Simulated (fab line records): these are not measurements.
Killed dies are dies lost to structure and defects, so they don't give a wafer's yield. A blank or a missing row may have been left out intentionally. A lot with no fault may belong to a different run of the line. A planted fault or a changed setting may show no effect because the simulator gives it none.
fab line records	flow nand-harc
record lots=14	wafers=42	last-day=33
route steps=1302 shown A_STAIRCASE@669
lots untouched by any fault: they come from a run of this same line in which no faults occurred
start-h: start of the lot's first displayed wafer, in hours after the record's first day	wait-h: hours elapsed since this lot's preceding step	" same as the row above	L1.1+2: a row that stands for several wafers	- either no value or no given start	* or withheld: withheld	< > ~ a bound
route shown NAME@n: NAME is a module with steps in the file, n the number in the route of the first one	usual: mean and standard deviation over wafers with no fault	same: alike in all rows	chamber/n: place in a boat	sites: each site's reading	_std_site: their standard deviation	_edge_site: the outer-site mean with the inner-site mean subtracted	radius-mm: for every site, how far away it sits from the centre of the wafer	mask NAME#n: copy n	behind: tool/chamber where the wafer was last shaped	hold: cause of the lot's hold/its duration in hours/its outcome	device: transistor that didn't switch, given as n, p or np	end of line: at the end of the route, the tests of the same wafers	where a step has no rows: the recipe by itself	killed: count of dies lost to structure and defects at first sort (not the wafer's yield)	map: a wafer's dies, x killed, . not, _ none there
set.NAME: the setting the step ran with; set.NAME@STEP: the setting that earlier step ran with	model.NAME: the simulator's own value behind a step, which no gauge read
route steps across a sampled set of lots; one table per step, one row per wafer
services: when a tool's chamber went out of use (start-h, in hours from the record's first day, below 0 if earlier), for how many hours, and the reason
## steps
# step NHARC_A_STAIRCASE_ETCH_13
# recipe target-depth-a=1000	time-s=40.5	ion-energy-ev=400	c4f8-flow-sccm=20	o2-flow-sccm=10	ar-flow-sccm=withheld	rf-w=600	bias-w=1000	chemistry=C4F8/O2
# usual oes-product-au=0.941/0.013	rf-vpp-V=896/5.9
lot.wafer	tool	chamber	start-h	wait-h	oes-product-au	rf-hours-counter-h	rf-vpp-V
L636.1	rie-diel-11	1	359.75	-	0.948	35	895
L636.5	"	2	"	"	0.945	-	887
L636.6	"	3	"	"	0.958	-	906
L637.1	rie-diel-03	1	370.99	-	0.967	31	890
L637.5	"	1	"	"	0.963	-	890
L637.6	"	2	"	"	0.958	-	906
L638.3	rie-diel-11	0	384.88	-	0.976	46	898
L638.6	"	0	"	"	0.964	-	895
L638.5	"	1	"	"	0.958	-	895
L639.4	rie-diel-02	3	388.49	-	0.932	50	905
L639.1	"	2	"	"	0.935	44	891
L639.6	"	3	"	"	0.931	-	903
L641.1	rie-diel-03	0	397.51	-	0.920	36	891
L641.2	"	1	"	"	0.942	38	890
L641.5	"	3	"	"	0.932	-	895
L643.4	rie-diel-03	2	430.75	-	0.946	51	904
L643.3	"	0	"	"	0.950	49	891
L643.6	"	3	"	"	0.945	-	893
L646.2	rie-diel-02	2	459.33	-	0.951	19	892
L646.3	"	3	"	"	0.927	22	905
L646.6	"	1	"	"	0.952	-	901
L647.4	rie-diel-02	2	465.26	-	0.927	23	892
L647.5	"	0	"	"	0.921	-	897
L647.6	"	1	"	"	0.925	-	902
L649.3	rie-diel-03	3	474.09	-	0.929	3	894
L649.5	"	1	"	"	0.939	-	889
L649.4	"	0	"	"	0.944	-	889
L651.1	rie-diel-02	3	498.82	-	0.954	37	904
L651.4	"	0	"	"	0.934	36	896
L651.6	"	2	"	"	0.960	-	892
L653.3	rie-diel-03	1	511.02	-	0.956	13	889
L653.1	"	3	"	"	0.932	11	894
L653.6	"	2	"	"	0.943	-	905
L652.3	rie-diel-03	2	511.38	-	0.927	10	904
L652.5	"	3	"	"	1.055	-	895
L652.6	"	0	"	"	0.920	-	889
L654.4	rie-diel-03	1	534.83	-	1.083	23	889
L654.3	"	3	"	"	0.943	24	893
L654.6	"	2	"	"	0.932	-	904
L659.4	rie-diel-11	2	582.81	-	0.942	45	887
L659.6	"	3	"	"	0.931	-	904
L659.5	"	0	"	"	0.954	-	896
# step NHARC_A_STAIRCASE_TRIM_18
# recipe time-s=211.2	o2-flow-sccm=500	ar-flow-sccm=0	bias-w=0	chemistry=O2
# usual drypump-motor-current-A=6.0/0.39	oes-product-au=0.996/0.0093	rf-vpp-V=57.9/0.9	showerhead-plenum-p-Torr=3.53/0.17	throttle-valve-pct=17.037/0.0096
lot.wafer	tool	chamber	start-h	wait-h	drypump-motor-current-A	oes-product-au	rf-hours-counter-h	rf-vpp-V	showerhead-plenum-p-Torr	throttle-valve-pct
L636.1	rie-diel-11	2	-	-	5.7	0.995	33	56.2	3.31	17.030
L636.5	"	3	"	"	6.5	1.002	-	57.6	3.79	17.045
L636.6	"	0	"	"	5.8	0.992	-	57.3	3.56	17.030
L637.1	rie-diel-03	2	-	-	6.7	0.994	32	58.0	3.79	17.046
L637.6	"	0	"	"	6.3	1.010	-	58.2	3.39	17.039
L637.5	"	1	"	"	6.0	1.014	-	57.4	3.35	17.034
L638.3	rie-diel-11	1	-	-	5.5	1.009	46	57.9	3.50	17.041
L638.6	"	1	"	"	5.5	1.012	-	58.3	3.50	17.024
L638.5	"	2	"	"	5.7	0.987	-	57.8	3.30	17.043
L639.4	rie-diel-02	1	-	-	5.8	1.014	39	58.8	3.68	17.050
L639.1	"	2	"	"	5.6	0.995	45	58.6	3.43	17.046
L639.6	"	1	"	"	5.8	1.000	-	57.7	3.68	17.046
L641.1	rie-diel-03	2	-	-	6.8	1.008	40	58.8	3.79	17.034
L641.2	"	1	"	"	6.1	1.012	38	58.1	3.35	17.042
L641.5	"	2	"	"	6.8	1.002	-	58.8	3.78	17.028
L643.4	rie-diel-03	0	-	-	6.4	0.996	49	57.4	3.38	17.051
L643.3	"	2	"	"	6.7	0.993	52	58.5	3.78	17.049
L643.6	"	0	"	"	6.4	0.997	-	58.1	3.38	17.041
L646.2	rie-diel-02	2	-	-	5.6	1.009	19	58.7	3.42	17.022
L646.3	"	0	"	"	5.6	0.991	20	58.6	3.52	17.027
L646.6	"	2	"	"	5.6	0.995	-	58.1	3.42	17.040
L647.4	rie-diel-02	3	-	-	5.8	0.982	27	56.8	3.76	17.040
L647.6	"	2	"	"	5.5	0.990	-	57.3	3.42	17.032
L647.5	"	3	"	"	5.8	0.985	-	58.6	3.76	17.050
L649.3	rie-diel-03	0	-	-	6.4	0.991	3	58.0	3.37	17.021
L649.5	"	3	"	"	6.3	0.992	-	57.4	3.45	17.032
L649.4	"	1	"	"	6.0	0.997	-	57.6	3.34	17.046
L651.4	rie-diel-02	2	-	-	5.5	0.996	37	56.8	3.41	17.044
L651.1	"	0	"	"	5.6	0.991	36	58.1	3.51	17.032
L651.6	"	2	"	"	5.5	1.003	-	56.2	3.41	17.032
L653.3	rie-diel-03	3	-	-	6.3	0.994	12	57.6	3.44	17.034
L653.1	"	0	"	"	6.4	0.987	12	57.4	3.36	17.030
L653.6	"	3	"	"	6.3	0.985	-	57.4	3.44	17.025
L652.3	rie-diel-03	0	-	-	6.4	0.988	12	57.5	3.36	17.035
L652.5	"	3	"	"	6.3	0.984	-	58.0	3.44	17.029
L652.6	"	0	"	"	6.4	0.992	-	57.1	3.36	17.036
L654.4	rie-diel-03	3	-	-	6.3	0.983	24	57.8	3.44	17.008
L654.3	"	0	"	"	6.4	0.988	25	58.2	3.36	17.036
L654.6	"	2	"	"	6.7	0.981	-	59.5	3.76	17.032
L659.4	rie-diel-11	2	-	-	5.7	1.015	46	56.8	3.27	17.028
L659.5	"	2	"	"	5.7	1.007	-	58.0	3.27	17.023
L659.6	"	3	"	"	6.5	0.997	-	57.7	3.75	17.022
# step NHARC_A_STAIRCASE_ETCH_19
# recipe target-depth-a=1000	time-s=40.5	ion-energy-ev=400	c4f8-flow-sccm=20	o2-flow-sccm=10	ar-flow-sccm=withheld	rf-w=600	bias-w=1000	chemistry=C4F8/O2
# usual oes-product-au=0.940/0.011	rf-vpp-V=896/5.9
lot.wafer	tool	chamber	start-h	wait-h	oes-product-au	rf-hours-counter-h	rf-vpp-V
L636.1	rie-diel-11	1	-	-	0.931	39	896
L636.6	"	0	"	"	0.925	-	896
L636.5	"	1	"	"	0.922	-	895
L637.1	rie-diel-03	1	-	-	0.954	31	889
L637.5	"	1	"	"	0.951	-	890
L637.6	"	2	"	"	0.931	-	906
L638.3	rie-diel-11	2	-	-	0.939	39	887
L638.6	"	2	"	"	0.942	-	889
L638.5	"	3	"	"	0.962	-	904
L639.1	rie-diel-02	3	-	-	0.933	51	905
L639.4	"	0	"	"	0.943	43	895
L639.6	"	2	"	"	0.950	-	893
L641.1	rie-diel-03	1	-	-	0.947	39	889
L641.2	"	3	"	"	0.934	24	894
L641.5	"	0	"	"	0.921	-	890
L643.3	rie-diel-03	1	-	-	0.963	51	889
L643.4	"	3	"	"	0.946	35	893
L643.6	"	1	"	"	0.959	-	890
L646.3	rie-diel-02	1	-	-	0.940	17	901
L646.2	"	2	"	"	0.933	19	893
L646.6	"	0	"	"	0.942	-	896
L647.4	rie-diel-02	1	-	-	0.930	20	899
L647.5	"	1	"	"	0.929	-	902
L647.6	"	2	"	"	0.932	-	892
L649.3	rie-diel-03	1	-	-	0.939	5	889
L649.4	"	3	"	"	0.928	-	894
L649.5	"	0	"	"	0.936	-	889
L651.4	rie-diel-02	2	-	-	0.942	37	893
L651.1	"	0	"	"	0.945	36	897
L651.6	"	1	"	"	0.935	-	899
L653.1	rie-diel-03	3	-	-	0.926	12	893
L653.3	"	0	"	"	0.936	12	890
L653.6	"	1	"	"	0.948	-	889
L652.3	rie-diel-03	0	-	-	0.928	13	891
L652.6	"	2	"	"	0.950	-	904
L652.5	"	3	"	"	0.930	-	893
L654.4	rie-diel-03	3	-	-	0.928	24	894
L654.3	"	1	"	"	0.938	23	889
L654.6	"	0	"	"	0.950	-	890
L659.4	rie-diel-11	0	-	-	0.960	48	897
L659.6	"	0	"	"	0.949	-	895
L659.5	"	1	"	"	0.947	-	894
# step NHARC_A_STAIRCASE_ETCH_21
# recipe target-depth-a=1000	time-s=40.5	ion-energy-ev=400	c4f8-flow-sccm=20	o2-flow-sccm=10	ar-flow-sccm=withheld	rf-w=600	bias-w=1000	chemistry=C4F8/O2
# usual oes-product-au=0.953/0.016	rf-vpp-V=896/6.1
lot.wafer	tool	chamber	start-h	wait-h	oes-product-au	rf-hours-counter-h	rf-vpp-V
L636.1	rie-diel-03	2	-	-	0.921	30	906
L636.5	"	0	"	"	0.926	-	891
L636.6	"	1	"	"	0.941	-	888
L637.1	rie-diel-11	2	-	-	0.962	36	888
L637.5	"	3	"	"	0.982	-	905
L637.6	"	0	"	"	0.970	-	899
L638.3	rie-diel-11	1	-	-	0.943	46	895
L638.6	"	2	"	"	0.940	-	886
L638.5	"	3	"	"	0.965	-	906
L639.4	rie-diel-02	2	-	-	0.952	45	893
L639.1	"	0	"	"	0.935	43	896
L639.6	"	2	"	"	0.939	-	891
L641.2	rie-diel-11	0	-	-	0.951	51	897
L641.1	"	1	"	"	0.964	51	896
L641.5	"	2	"	"	0.957	-	889
L643.3	rie-diel-03	2	-	-	0.928	52	904
L643.4	"	3	"	"	0.932	35	893
L643.6	"	0	"	"	0.943	-	890
L646.2	rie-diel-02	2	-	-	0.938	19	892
L646.3	"	3	"	"	0.928	22	905
L646.6	"	0	"	"	0.931	-	895
L647.4	rie-diel-11	1	-	-	0.943	13	893
L647.6	"	3	"	"	0.936	-	905
L647.5	"	0	"	"	0.935	-	895
L649.3	rie-diel-03	0	-	-	0.950	3	891
L649.5	"	0	"	"	0.942	-	890
L649.4	"	1	"	"	0.942	-	890
L651.4	rie-diel-03	1	-	-	0.955	11	887
L651.1	"	2	"	"	0.957	8	903
L651.6	"	2	"	"	0.951	-	904
L653.1	rie-diel-11	1	-	-	0.954	26	893
L653.3	"	3	"	"	0.960	23	903
L653.6	"	1	"	"	0.961	-	894
L652.3	rie-diel-02	2	-	-	0.975	41	892
L652.5	"	2	"	"	0.979	-	892
L652.6	"	3	"	"	0.954	-	905
L654.4	rie-diel-11	3	-	-	0.959	32	905
L654.3	"	0	"	"	0.955	33	897
L654.6	"	2	"	"	0.977	-	886
L659.4	rie-diel-02	0	-	-	0.962	1	894
L659.6	"	0	"	"	0.978	-	894
L659.5	"	1	"	"	0.964	-	901
## services
tool	chamber	start-h	hours	kind
rie-diel-03	0	339.48	-	clean
rie-diel-03	1	339.48	-	clean
rie-diel-03	2	339.48	-	clean
rie-diel-03	3	339.48	-	clean
rie-diel-03	0	363.98	-	clean
rie-diel-03	1	363.98	-	clean
rie-diel-03	2	363.98	-	clean
rie-diel-03	3	363.98	-	clean
rie-diel-03	0	388.48	-	clean
rie-diel-03	1	388.48	-	clean
rie-diel-03	2	388.48	-	clean
rie-diel-03	3	388.48	-	clean
rie-diel-02	-	393.88	9.0	pm
rie-diel-03	0	412.98	-	clean
rie-diel-03	1	412.98	-	clean
rie-diel-03	2	412.98	-	clean
rie-diel-03	3	412.98	-	clean
rie-diel-11	0	426.88	5.3	repair
rie-diel-11	-	432.53	9.0	pm
rie-diel-03	1	437.05	22.3	repair
rie-diel-03	-	458.43	9.0	pm
rie-diel-11	2	480.26	1.8	repair
rie-diel-02	3	492.94	4.1	repair
rie-diel-02	-	570.93	9.0	pm
## key
first-sign step=NHARC_A_STAIRCASE_ETCH_13	reading=oes-product-au	direction=up	sigmas=9.5	usual=0.941	struck=1.069
effect none on later readings
met-at NHARC_A_STAIRCASE_ETCH_13
struck-lots L652,L654
struck-wafers L652.5,L654.4
sort-left-out L652.5,L654.4
tester-left-out L652,L654
not-acting-at NHARC_A_STAIRCASE_TRIM_18,NHARC_A_STAIRCASE_ETCH_19,NHARC_A_STAIRCASE_ETCH_21
onset-between 511.02 511.38
fault kind=process-parameter-drift	tool=rie-diel-03	chamber=-	onset-h=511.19	steps=NHARC_A_STAIRCASE_ETCH_13	channel=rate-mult	offset=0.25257	shape=step	end-h=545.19	scope=struck-wafers-only
# tester-left-out: of these lots the tester's yield and bins aren't shown, on N5 and GAA mostly nor the transistor test; their killed dies are dies lost to structure and defects alone, not to doping, threshold or leakage, so they don't give the yield
# sort-left-out: the simulated sort isn't trusted on such a fault, so these wafers' sort isn't shown, and their yield isn't known
